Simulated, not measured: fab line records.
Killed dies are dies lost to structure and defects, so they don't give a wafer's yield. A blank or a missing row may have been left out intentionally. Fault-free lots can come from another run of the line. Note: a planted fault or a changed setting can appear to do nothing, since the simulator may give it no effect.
Split-lot trial | flow n5-finfet | on a route of 1938 steps: 7 lots, 21 wafers read

== ON THE SPLIT ==
At N5_BEOL_M4_ILD_DEP_00 (deposits SiOC from DEMS/O2, target thk 79 nm, time 15.3 s), the setting time-s was moved away from the recipe's 15.3 s on 8 of the 21 wafers read, by -14.4% to +11.5%. All remaining wafers had this setting at the recipe value.

There is no step in the file separating the split from the reading.

== THE READING ==
Values of M4_ILD_THK in nm from N5_BEOL_M4_THK_MEAS_01. Fault-free wafers of this fab line usually give 79.1 nm, standard deviation 0.99 nm.

wafer  | tool, chamber at the split | time-s as run, s | against the recipe | M4_ILD_THK, nm | against lot-mates on the recipe
L077.1 | pecvd-04, 1                | 17.06            | +11.5%             | 86.9           | +8.0
L077.2 | pecvd-04, 0                | 17.06            | +11.5%             | 87.7           | +8.8
L077.4 | pecvd-04, 1                | 15.3             | recipe             | 78.9           | -
L079.1 | pecvd-01, 2                | 15.3             | recipe             | 79.7           | -
L079.3 | pecvd-01, 0                | 15.3             | recipe             | 78.6           | -
L079.4 | pecvd-01, 1                | 15.3             | recipe             | 80.0           | -
L087.1 | pecvd-04, 0                | 15.3             | recipe             | 78.7           | -
L087.2 | pecvd-04, 2                | 13.1             | -14.4%             | 66.5           | -12.6
L087.4 | pecvd-04, 2                | 15.3             | recipe             | 79.5           | -
L089.2 | pecvd-01, 1                | 16.79            | +9.7%              | 86.1           | +5.2
L089.3 | pecvd-01, 2                | 16.79            | +9.7%              | 87.2           | +6.3
L089.6 | pecvd-01, 0                | 15.3             | recipe             | 80.9           | -
L093.3 | pecvd-02, 2                | 16.23            | +6.1%              | 84.2           | +3.3
L093.5 | pecvd-02, 1                | 15.3             | recipe             | 80.9           | -
L093.6 | pecvd-02, 2                | 16.23            | +6.1%              | 85.5           | +4.6
L092.2 | pecvd-01, 0                | 15.3             | recipe             | 79.1           | -
L092.4 | pecvd-01, 0                | 13.17            | -13.9%             | 69.9           | -9.5
L092.5 | pecvd-01, 1                | 15.3             | recipe             | 79.7           | -
L096.3 | pecvd-02, 1                | 15.3             | recipe             | 78.3           | -
L096.4 | pecvd-02, 2                | 15.3             | recipe             | 78.7           | -
L096.6 | pecvd-02, 1                | 15.3             | recipe             | 79.7           | -

THE FIT
A straight line over all 21 wafers: M4_ILD_THK changes by +0.762 nm for each +1% of time-s; r = +0.98; the points scatter about the line by 0.97 nm.
The same after taking each lot's own level away (the mean of its wafers on the recipe; 21 wafers): +0.725 nm for each +1%; r = +0.99; scatter 0.8 nm.
On that fit, the largest move of time-s shifts the reading by 10 nm.
Measured against the standard deviation above, the lots' own levels, which go from 78.90 to 80.90 nm, span 2.0 times it.
Consequently the slope shifts little with the lot-to-lot level, the two slopes agreeing.
Check: for one of the wafers moved furthest among these (-14.4%), held out of the fit, the line's prediction against its lot-mates is -9.74 nm. It came out at -12.6 nm against them.

== THE WHOLE CHAIN: every reading that the file lists as answering this split, in the file's order ==
step                   | what it does                                              | reading                                                                            | change (the file's fit)               | r (the file's)
N5_BEOL_M4_ILD_DEP_00  | deposits SiOC from DEMS/O2, target thk 79 nm, time 15.3 s | SiOC_of_BEOL_M4_ILD_DEP_00.thk-nm (the simulator's own value, which no gauge read) | +0.735 nm for each +1% of the setting | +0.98
N5_BEOL_M4_THK_MEAS_01 |                                                           | M4_ILD_THK                                                                         | +0.738 for each +1% of the setting    | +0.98

== THE FILE'S OWN FIT ==
M4_ILD_THK changes by +0.738 nm for each +1% of time-s, r = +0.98.
